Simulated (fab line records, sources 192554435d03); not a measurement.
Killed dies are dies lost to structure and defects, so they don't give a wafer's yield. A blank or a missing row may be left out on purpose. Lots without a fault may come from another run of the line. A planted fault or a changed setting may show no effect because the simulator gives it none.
Chamber matching | flow n5_finfet | N5_GATE_CUT_ETCH_28 on rie_diel-01: 4 sister chambers
The step etches underlayer in N2/H2, target depth 13 nm, time 10.4 s. 14 wafers are shown with their chamber, then 7 later ones without.

WAFERS WITH THEIR CHAMBER
wafer  | chamber | etch_rf_on_time_s (s) | oes_product_au (a.u.) | showerhead_plenum_p_Torr (Torr)
L074.1 | 3       | 9.91                  | 0.68                  | 2.55
L074.2 | 2       | 10.59                 | 0.58                  | 2.40
L074.4 | 1       | 10.43                 | 0.79                  | 2.72
L090.1 | 0       | 10.63                 | 0.60                  | 2.64
L090.4 | 3       | 10.04                 | 0.66                  | 2.54
L090.6 | 2       | 10.00                 | 0.81                  | 2.71
L091.2 | 2       | 10.05                 | 0.80                  | 2.71
L091.3 | 0       | 10.61                 | 0.61                  | 2.64
L091.5 | 0       | 10.73                 | 0.60                  | 2.64
L093.3 | 0       | 10.67                 | 0.60                  | 2.64
L093.4 | 3       | 10.03                 | 0.65                  | 2.53
L093.5 | 3       | 9.98                  | 0.66                  | 2.53
L095.1 | 1       | 10.47                 | 0.73                  | 2.71
L095.3 | 2       | 10.03                 | 0.78                  | 2.70

SIGNATURES (means of the wafers above)
reading                  | chamber 0 | chamber 1 | chamber 2 | chamber 3 | scatter within a chamber
etch_rf_on_time_s        | 10.6600   | 10.4500   | 10.1675   | 9.9900    | 0.161
oes_product_au           | 0.6025    | 0.7600    | 0.7425    | 0.6625    | 0.0617
showerhead_plenum_p_Torr | 2.6400    | 2.7150    | 2.6300    | 2.5375    | 0.0842
Rule: a wafer's distance from a chamber is the root of the sum, over the readings, of the square of ((its reading less the chamber's mean) divided by the reading's scatter). The wafer belongs to the nearest chamber; if the next one is less than 2 further off, it can't be placed. The scatter: the root of (the sum of the squares of (reading less its chamber's mean) over the shown wafers, divided by (wafers less chambers)).

WAFERS WITHOUT THEIR CHAMBER
wafer  | etch_rf_on_time_s (s) | oes_product_au (a.u.) | showerhead_plenum_p_Torr (Torr)
L095.4 | 10.67                 | 0.60                  | 2.64
L096.1 | 9.96                  | 0.65                  | 2.53
L096.2 | 10.51                 | 0.60                  | 2.64
L096.3 | 10.46                 | 0.72                  | 2.71
L096.4 | 10.04                 | 0.79                  | 2.70
L096.5 | 10.03                 | 0.78                  | 2.70
L096.6 | 10.54                 | 0.71                  | 2.71

WHICH CHAMBER EACH WENT THROUGH
wafer  | from the rows above          | in truth
L095.4 | 0                            | 0
L096.1 | 3                            | 3
L096.2 | can't be placed: 0 or 1      | 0
L096.3 | can't be placed: 1 or 2 or 0 | 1
L096.4 | can't be placed: 2 or 1 or 3 | 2
L096.5 | can't be placed: 2 or 1 or 3 | 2
L096.6 | can't be placed: 1 or 0 or 2 | 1
Placed correctly: 2 of 7. Can't be placed from these rows: 5 (the true chamber is among the candidates in 5). Placed wrongly: 0.
